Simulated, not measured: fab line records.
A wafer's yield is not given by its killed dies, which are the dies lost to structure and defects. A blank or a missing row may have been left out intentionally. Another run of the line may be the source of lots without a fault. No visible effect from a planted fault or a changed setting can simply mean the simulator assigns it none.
Matching of chambers / flow n5Finfet / 4 sister chambers for N5_BEOL_M13_DESCUM_33 on rieDiel-05
The step chemistry O2, time 7.9 s. 20 wafers are shown with their chamber, then 10 later ones without.

WAFERS PAIRED WITH THEIR CHAMBERS
wafer=L074.2; chamber=2; drypumpMotorCurrentA (A)=6.2; showerheadPlenumPTorr (Torr)=2.04; throttleValvePct (%)=20.39
wafer=L074.5; chamber=0; drypumpMotorCurrentA (A)=5.8; showerheadPlenumPTorr (Torr)=2.07; throttleValvePct (%)=20.35
wafer=L074.6; chamber=3; drypumpMotorCurrentA (A)=6.4; showerheadPlenumPTorr (Torr)=2.08; throttleValvePct (%)=20.73
wafer=L077.1; chamber=0; drypumpMotorCurrentA (A)=5.8; showerheadPlenumPTorr (Torr)=2.07; throttleValvePct (%)=20.35
wafer=L077.2; chamber=3; drypumpMotorCurrentA (A)=6.4; showerheadPlenumPTorr (Torr)=2.08; throttleValvePct (%)=20.73
wafer=L077.5; chamber=3; drypumpMotorCurrentA (A)=6.4; showerheadPlenumPTorr (Torr)=2.07; throttleValvePct (%)=20.72
wafer=L076.1; chamber=2; drypumpMotorCurrentA (A)=6.2; showerheadPlenumPTorr (Torr)=2.04; throttleValvePct (%)=20.40
wafer=L076.2; chamber=1; drypumpMotorCurrentA (A)=5.3; showerheadPlenumPTorr (Torr)=2.13; throttleValvePct (%)=20.24
wafer=L076.4; chamber=3; drypumpMotorCurrentA (A)=6.4; showerheadPlenumPTorr (Torr)=2.07; throttleValvePct (%)=20.74
wafer=L078.1; chamber=0; drypumpMotorCurrentA (A)=5.8; showerheadPlenumPTorr (Torr)=2.07; throttleValvePct (%)=20.35
wafer=L078.3; chamber=3; drypumpMotorCurrentA (A)=6.4; showerheadPlenumPTorr (Torr)=2.07; throttleValvePct (%)=20.73
wafer=L078.5; chamber=2; drypumpMotorCurrentA (A)=6.2; showerheadPlenumPTorr (Torr)=2.04; throttleValvePct (%)=20.41
wafer=L084.1; chamber=3; drypumpMotorCurrentA (A)=6.3; showerheadPlenumPTorr (Torr)=2.07; throttleValvePct (%)=20.76
wafer=L084.2; chamber=1; drypumpMotorCurrentA (A)=5.4; showerheadPlenumPTorr (Torr)=2.12; throttleValvePct (%)=20.25
wafer=L084.4; chamber=3; drypumpMotorCurrentA (A)=6.4; showerheadPlenumPTorr (Torr)=2.07; throttleValvePct (%)=20.76
wafer=L085.2; chamber=3; drypumpMotorCurrentA (A)=6.4; showerheadPlenumPTorr (Torr)=2.07; throttleValvePct (%)=20.75
wafer=L085.3; chamber=0; drypumpMotorCurrentA (A)=5.8; showerheadPlenumPTorr (Torr)=2.06; throttleValvePct (%)=20.02
wafer=L085.6; chamber=1; drypumpMotorCurrentA (A)=5.3; showerheadPlenumPTorr (Torr)=2.12; throttleValvePct (%)=20.28
wafer=L087.2; chamber=0; drypumpMotorCurrentA (A)=5.8; showerheadPlenumPTorr (Torr)=2.06; throttleValvePct (%)=20.03
wafer=L087.3; chamber=1; drypumpMotorCurrentA (A)=5.3; showerheadPlenumPTorr (Torr)=2.12; throttleValvePct (%)=20.27

SIGNATURES, as means of the wafers listed above
reading=drypumpMotorCurrentA; chamber 0=5.800; chamber 1=5.325; chamber 2=6.200; chamber 3=6.388; scatter within a chamber=0.0319
reading=showerheadPlenumPTorr; chamber 0=2.0660; chamber 1=2.1225; chamber 2=2.0400; chamber 3=2.0725; scatter within a chamber=0.00464
reading=throttleValvePct; chamber 0=20.2200; chamber 1=20.2600; chamber 2=20.4000; chamber 3=20.7400; scatter within a chamber=0.09
Rule: for a wafer and a chamber, the distance is found by dividing, reading by reading, the gap between the wafer's reading and the chamber's mean by the reading's scatter, squaring, summing and taking the root. If the next closest chamber is less than 2 further off than the closest, the wafer can't be placed; otherwise it belongs to the closest. The scatter: the root of (the sum of the squares of (reading less its chamber's mean) over the shown wafers, divided by (wafers less chambers)).

WAFERS WITH NO CHAMBER GIVEN
wafer=L087.5; drypumpMotorCurrentA (A)=5.8; showerheadPlenumPTorr (Torr)=2.06; throttleValvePct (%)=20.03
wafer=L089.2; drypumpMotorCurrentA (A)=5.3; showerheadPlenumPTorr (Torr)=2.11; throttleValvePct (%)=20.30
wafer=L089.4; drypumpMotorCurrentA (A)=5.4; showerheadPlenumPTorr (Torr)=2.11; throttleValvePct (%)=20.29
wafer=L089.5; drypumpMotorCurrentA (A)=5.8; showerheadPlenumPTorr (Torr)=2.06; throttleValvePct (%)=20.04
wafer=L090.1; drypumpMotorCurrentA (A)=5.4; showerheadPlenumPTorr (Torr)=2.11; throttleValvePct (%)=20.27
wafer=L090.4; drypumpMotorCurrentA (A)=5.8; showerheadPlenumPTorr (Torr)=2.06; throttleValvePct (%)=20.05
wafer=L090.5; drypumpMotorCurrentA (A)=6.4; showerheadPlenumPTorr (Torr)=2.06; throttleValvePct (%)=20.79
wafer=L096.1; drypumpMotorCurrentA (A)=6.2; showerheadPlenumPTorr (Torr)=2.02; throttleValvePct (%)=20.47
wafer=L096.2; drypumpMotorCurrentA (A)=5.3; showerheadPlenumPTorr (Torr)=2.11; throttleValvePct (%)=20.32
wafer=L096.3; drypumpMotorCurrentA (A)=5.8; showerheadPlenumPTorr (Torr)=2.06; throttleValvePct (%)=20.06

WHICH CHAMBER EACH WENT THROUGH
wafer=L087.5; from the rows above=0; in truth=0
wafer=L089.2; from the rows above=1; in truth=1
wafer=L089.4; from the rows above=1; in truth=1
wafer=L089.5; from the rows above=0; in truth=0
wafer=L090.1; from the rows above=1; in truth=1
wafer=L090.4; from the rows above=0; in truth=0
wafer=L090.5; from the rows above=3; in truth=3
wafer=L096.1; from the rows above=2; in truth=2
wafer=L096.2; from the rows above=1; in truth=1
wafer=L096.3; from the rows above=0; in truth=0
10 of 10 placed correctly. Number that these rows cannot place: 0. Number placed wrongly: 0.
